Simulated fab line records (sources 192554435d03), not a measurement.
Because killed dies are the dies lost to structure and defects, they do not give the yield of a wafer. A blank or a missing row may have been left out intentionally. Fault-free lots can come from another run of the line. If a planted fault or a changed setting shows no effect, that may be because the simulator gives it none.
Struck lot and sound lot, side by side + flow n5 finfet + 40 out of 1938 route steps
Sound: the wafers L428.1, L428.3, L428.6. Struck: wafers L436.2, L436.5. (L436.6 of the same lot was not struck and is left out.) The cause comes at the end.
At each step with rows: each side's tool, then ch and its chambers, then its first start. Under that, the readings that differ: sound wafers + struck wafers + difference of the means + sigmas: that difference in standard deviations of wafers without a fault.
alike: a reading whose means differ by less than 2 such deviations, as well as words and numbers matching on both sides. not compared: withheld readings; readings where some wafer has no value; bounds like >300 that might hide an equal value; numbers whose values overlap and for which the record gives no deviation.
Wherever a step has rows on one side only, a row that says differs or no value, or a row with sigmas, the two part there. Numbers that have no deviation but don't overlap get no sigmas and don't part them. A reading missing from all wafers of one side parts the sides only when that side holds two or more wafers.

first, 11 steps without rows for these wafers: N5_BEOL_M0_SAQP_SPACER1_ETCHBACK_99 (etches SiO2 in CHF3/O2, target depth 15.4 nm, time 7.7 s); N5_BEOL_M0_SAQP_MANDREL1_REMOVE_100 (chemistry HBr/Cl2/O2, target a-Si, stops on SiNx, bt time 10 s); N5_BEOL_M0_SAQP_ETCH_101 (etches SiNx in CH3F/O2, target depth 29.9 nm, time 42.7 s); N5_BEOL_M0_SAQP_ETCH_102 (etches SiO2 in CF4, target depth 4 nm, time 4.4 s); N5_BEOL_M0_SAQP_MANDREL_ETCH_103 (etches a-Si in HBr/Cl2, stops on SiCN, target depth 45 nm, bt time 10 s, time 27 s); N5_BEOL_M0_SAQP_RECESS_104 (chemistry HF/NH3, target SiO2, target depth 18 nm, afs cycles 3, sublimation time 60 s); N5_BEOL_M0_SAQP_COAT_105 (time 60 s, resist thk 100 nm); N5_BEOL_M0_SAQP_ETCH_106 (etches SOC in N2/H2, stops on SiNx, target depth 150 nm); N5_BEOL_M0_SAQP_ETCH_107 (etches SiNx in CH3F/O2, target depth 30 nm); N5_BEOL_M0_SAQP_STRIP_108 (strips in N2/H2); N5_BEOL_M0_SAQP_RECESS_109 (chemistry HF/NH3, target SiO2, target depth 3 nm, afs cycles 1, sublimation time 60 s).
N5_BEOL_M0_SAQP_SPACER2_ALD_26: deposits SiO2, target thk 15 nm, pulse time 1 s, purge time 2 s.
  sound on ald sin-02 ch 1,2,3, day 6 04:29; struck on ald sin-02 ch 1,3, day 8 04:32
| reading                                               | sound    | struck    | difference | sigmas |
|-------------------------------------------------------|----------|-----------|------------|--------|
| model.SiO2_of_BEOL_M0_SAQP_SPACER2_ALD_26.thk nm (nm) | 15 15 15 | 20.4 20.4 | +5.4       |        |
  alike: heater power w, precursor pulse height rel
then, 1 step without rows for these wafers: N5_BEOL_M0_SAQP_SPACER2_ETCHBACK_27 (etches SiO2 in CHF3/O2, target depth 22.5 nm, time 11.25 s).
N5_BEOL_M0_SAQP_MANDREL2_REMOVE_110: chemistry HBr/Cl2/O2, target a-Si, stops on SiCN, bt time 10 s.
  sound on rie si-05 ch 1,3, day 6 05:07; struck on rie si-05 ch 0,1, day 8 05:10
| reading                                               | sound          | struck    | difference | sigmas |
|-------------------------------------------------------|----------------|-----------|------------|--------|
| model.BEOL_M0_SAQP.cd nm (nm)                         | 14.8 15 15     | 20.4 20.2 | +5.4       |        |
| model.SiO2_of_BEOL_M0_SAQP_SPACER2_ALD_26.thk nm (nm) | 10.6 10.6 10.6 | 16 16     | +5         |        |
  alike: O2_flow_sccm, drypump motor current A, oes product au, throttle valve pct
  not compared: rf hours counter h
N5_BEOL_M0_SAQP_CD_MEAS_29: target cd 14.4 nm.
  sound on cd sem-02 ch 0, day 6 05:14; struck on cd sem-03 ch 0, day 8 05:17
| reading    | sound             | struck      | difference | sigmas |
|------------|-------------------|-------------|------------|--------|
| cd nm (nm) | 15.08 14.91 14.39 | 20.09 20.10 | +5.30      | +23    |
then, 23 steps without rows for these wafers: N5_BEOL_M0_SAQP_COAT_69 (time 60 s, resist thk 90 nm); N5_BEOL_M0_SAQP_COAT_72 (time 60 s, resist thk 15 nm); N5_BEOL_M0_SAQP_COAT_87 (time 60 s, resist thk 5 nm); N5_BEOL_M0_SAQP_COAT_34 (resist thk 30 nm); N5_BEOL_M0_SAQP_EBR_36; N5_BEOL_M0_SAQP_SOFTBAKE_35 (time 60 s); N5_BEOL_M0_SAQP_EXPOSE_37 (exposes mask M0 CUT1, target cd 30 nm); N5_BEOL_M0_SAQP_PEB_38 (peb time 60 s); N5_BEOL_M0_SAQP_DEVELOP_39 (develop time 30 s); N5_BEOL_M0_SAQP_DESCUM_45 (chemistry O2, time 7 s); N5_BEOL_M0_SAQP_ETCH_88 (etches underlayer in N2/H2, target depth 6.5 nm, time 5.2 s); N5_BEOL_M0_SAQP_ETCH_73 (etches SiARC in CF4, target depth 19.5 nm, time 32.5 s); N5_BEOL_M0_SAQP_CUT_ETCH_46 (etches SOC in N2/H2, target depth 135 nm, overetch 27 nm, time 202.5 s); N5_BEOL_M0_SAQP_STRIP_74 (strips in N2/H2); N5_BEOL_M0_SAQP_STRIP_89 (strips in N2/H2); N5_BEOL_M0_SAQP_ALD_48 (deposits SiO2, target thk 20 nm, pulse time 1 s, co reactant pulse time 1 s); N5_BEOL_M0_SAQP_ETCH_49 (etches SiO2 in CF4/O2, target depth 37 nm); N5_BEOL_M0_SAQP_STRIP_75 (strips in CF4); N5_BEOL_M0_CUTY_COAT_50 (time 60 s, resist thk 15 nm); N5_BEOL_M0_CUTY_COAT_51 (resist thk 150 nm); N5_BEOL_M0_CUTY_EBR_52; N5_BEOL_M0_CUTY_SOFTBAKE_53 (time 60 s); N5_BEOL_M0_CUTY_EXPOSE_54 (exposes mask M0 ABLK).
N5_BEOL_M4_RC_MEAS_101:
  the record has rows for the sound wafers here (prober-01 ch 0, day 8 02:25) and none for the struck ones
-- the record jumps here: 8 days lie between the struck wafers' starts before and after (it left off in module BEOL_M4 and takes up again in module PASSIVATION, whose first step shown is number 1936 of the route) --
N5_PASSIVATION_PROBE_49:
  sound: prober-01 at day 12 08:55; struck: prober-02 at day 15 18:56
| reading                  | sound          | struck    | difference | sigmas      |
|--------------------------|----------------|-----------|------------|-------------|
| defect limited yield (%) | 91.3 90.6 90.6 | 0 0       | -91        | -70         |
| killed_at_M0_to_M3       | 46 42 50       | 1096 1108 | +1056      | +99 or more |
| killed at front end      | 25 31 39       | 61 51     | +24        | +2          |
| killed dies              | 103 111 111    | 1180 1180 | +1072      | +67         |
| killed on rim            | 6 13 16        | 152 152   | +140       | +39         |
| sort_bin_5_function (%)  | 4.5 5.4 5.8    | 96.4 95.9 | +90.9      | +99 or more |
| sort n pass              | 1077 1069 1069 | 0 0       | -1072      | -67         |
| sort yield pct (%)       | 91.3 90.6 90.6 | 0 0       | -91        | -70         |
  alike: killed_at_M4_up, killed at contacts, killed at other, killed open, killed short, sort_bin_6_memory

WHERE THEY PART
Earliest at N5_BEOL_M0_SAQP_CD_MEAS_29; latest, in this record, at N5_PASSIVATION_PROBE_49.

WHY: what had been put in by the simulator
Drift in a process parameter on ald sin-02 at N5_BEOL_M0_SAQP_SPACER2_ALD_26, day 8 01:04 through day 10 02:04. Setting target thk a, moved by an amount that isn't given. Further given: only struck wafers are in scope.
